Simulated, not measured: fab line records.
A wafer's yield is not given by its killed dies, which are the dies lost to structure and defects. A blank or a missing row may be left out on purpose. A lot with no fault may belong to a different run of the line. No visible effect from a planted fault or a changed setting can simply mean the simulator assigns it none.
Matching of chambers	flow n5_finfet	N5_BEOL_M13_ETCH_59 on rie_diel-06 has 4 sister chambers
The step etches BARC in N2/H2, target depth 89 nm, overetch 26.7 nm, time 67.9 s. 20 wafers are shown with their chamber, then 10 later ones without.

## WAFERS WITH THEIR CHAMBER
wafer	chamber	showerhead_plenum_p_Torr (Torr)	oes_product_au (a.u.)	rf_vpp_V (V)
L080.1	1	2.55	0.68	525.6
L080.2	0	2.64	0.60	525.7
L080.5	2	2.47	0.72	522.3
L079.1	0	2.64	0.60	525.1
L079.3	1	2.55	0.68	525.2
L079.4	2	2.47	0.72	521.3
L083.3	0	2.63	0.60	527.0
L083.5	2	2.46	0.72	522.7
L083.6	1	2.54	0.68	525.0
L086.1	0	2.63	0.59	526.5
L086.2	3	2.43	0.60	518.8
L086.6	1	2.54	0.66	523.5
L089.3	2	2.46	0.70	522.2
L089.5	2	2.46	0.71	522.4
L089.6	3	2.42	0.60	520.1
L088.1	2	2.46	0.70	522.4
L088.2	1	2.54	0.66	524.2
L088.5	3	2.42	0.59	520.2
L093.1	2	2.45	0.69	521.5
L093.2	1	2.53	0.66	524.7

SIGNATURES, as means of the wafers listed above
reading	chamber 0	chamber 1	chamber 2	chamber 3	scatter within a chamber
showerhead_plenum_p_Torr	2.6350	2.5417	2.4614	2.4233	0.00678
oes_product_au	0.5975	0.6700	0.7086	0.5967	0.0101
rf_vpp_V	526.075	524.700	522.114	519.700	0.697
Rule: distance of a wafer from a chamber = root of the sum over the readings of ((wafer's reading minus chamber's mean) / reading's scatter) squared. The wafer belongs to the nearest chamber; if the next one is less than 2 further off, it can't be placed. The scatter: the root of (the sum of the squares of (reading less its chamber's mean) over the shown wafers, divided by (wafers less chambers)).

## WAFERS MISSING THEIR CHAMBER
wafer	showerhead_plenum_p_Torr (Torr)	oes_product_au (a.u.)	rf_vpp_V (V)
L093.6	2.63	0.59	524.3
L094.3	2.53	0.66	524.3
L094.4	2.42	0.59	519.8
L094.6	2.53	0.65	524.9
L097.3	2.45	0.68	521.1
L097.4	2.53	0.65	523.9
L097.6	2.45	0.69	522.2
L096.1	2.53	0.65	524.0
L096.2	2.45	0.68	522.1
L096.4	2.42	0.58	520.2

## CHAMBER TAKEN BY EACH
wafer	from the rows above	in truth
L093.6	0	0
L094.3	1	1
L094.4	3	3
L094.6	1	1
L097.3	2	2
L097.4	1	1
L097.6	2	2
L096.1	1	1
L096.2	2	2
L096.4	3	3
10 of 10 placed correctly. From these rows, 0 cannot be placed. 0 placed wrongly.
